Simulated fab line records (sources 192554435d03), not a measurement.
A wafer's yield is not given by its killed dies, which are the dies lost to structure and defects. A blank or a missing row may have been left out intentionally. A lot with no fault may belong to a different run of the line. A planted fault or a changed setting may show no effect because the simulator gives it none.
Chamber matching | flow n5Finfet | N5_BEOL_M0_SAQP_STRIP_75 on rieDiel-06: 4 sister chambers
The step strips in CF4. 14 wafers are shown with their chamber, then 7 later ones without.

## WAFERS PAIRED WITH THEIR CHAMBERS
wafer  | chamber | showerheadPlenumPTorr (Torr) | throttleValvePct (%) | drypumpMotorCurrentA (A)
L705.1 | 0       | 1.71                         | 13.96                | 5.4
L705.4 | 3       | 1.76                         | 13.36                | 5.9
L705.6 | 0       | 1.71                         | 13.96                | 5.5
L709.1 | 1       | 1.86                         | 13.84                | 6.2
L709.4 | 0       | 1.71                         | 13.97                | 5.5
L709.6 | 1       | 1.86                         | 13.84                | 6.2
L710.4 | 1       | 1.86                         | 13.85                | 6.2
L710.5 | 0       | 1.71                         | 13.97                | 5.5
L711.5 | 0       | 1.71                         | 14.00                | 5.5
L711.6 | 2       | 1.72                         | 14.17                | 5.7
L721.2 | 3       | 1.76                         | 13.41                | 5.9
L721.4 | 2       | 1.72                         | 14.22                | 5.8
L721.6 | 1       | 1.85                         | 13.89                | 6.2
L722.2 | 2       | 1.72                         | 14.23                | 5.7

SIGNATURES, as means of the wafers listed above
reading               | chamber 0 | chamber 1 | chamber 2 | chamber 3 | scatter within a chamber
showerheadPlenumPTorr | 1.7100    | 1.8575    | 1.7200    | 1.7600    | 0.00274
throttleValvePct      | 13.9720   | 13.8550   | 14.2067   | 13.3850   | 0.0247
drypumpMotorCurrentA  | 5.480     | 6.200     | 5.733     | 5.900     | 0.0383
Rule: for a wafer and a chamber, the distance is found by dividing, reading by reading, the gap between the wafer's reading and the chamber's mean by the reading's scatter, squaring, summing and taking the root. The wafer belongs to the nearest chamber; if the next one is less than 2 further off, it can't be placed. The scatter is the square root of a quotient: the sum, over the shown wafers, of each reading's squared deviation from its chamber's mean, divided by wafers minus chambers.

## WAFERS WITHOUT THEIR CHAMBER
wafer  | showerheadPlenumPTorr (Torr) | throttleValvePct (%) | drypumpMotorCurrentA (A)
L722.4 | 1.85                         | 13.90                | 6.2
L723.1 | 1.72                         | 14.26                | 5.8
L723.4 | 1.75                         | 13.45                | 5.9
L723.5 | 1.85                         | 13.88                | 6.2
L727.1 | 1.85                         | 13.92                | 6.1
L727.3 | 1.75                         | 13.46                | 5.9
L727.4 | 1.85                         | 13.92                | 6.2

## WHICH CHAMBER EACH WENT THROUGH
wafer  | from the rows above | in truth
L722.4 | 1                   | 1
L723.1 | 2                   | 2
L723.4 | 3                   | 3
L723.5 | 1                   | 1
L727.1 | 1                   | 1
L727.3 | 3                   | 3
L727.4 | 1                   | 1
Correctly placed: 7 of 7. Can't be placed from these rows: 0. 0 placed wrongly.
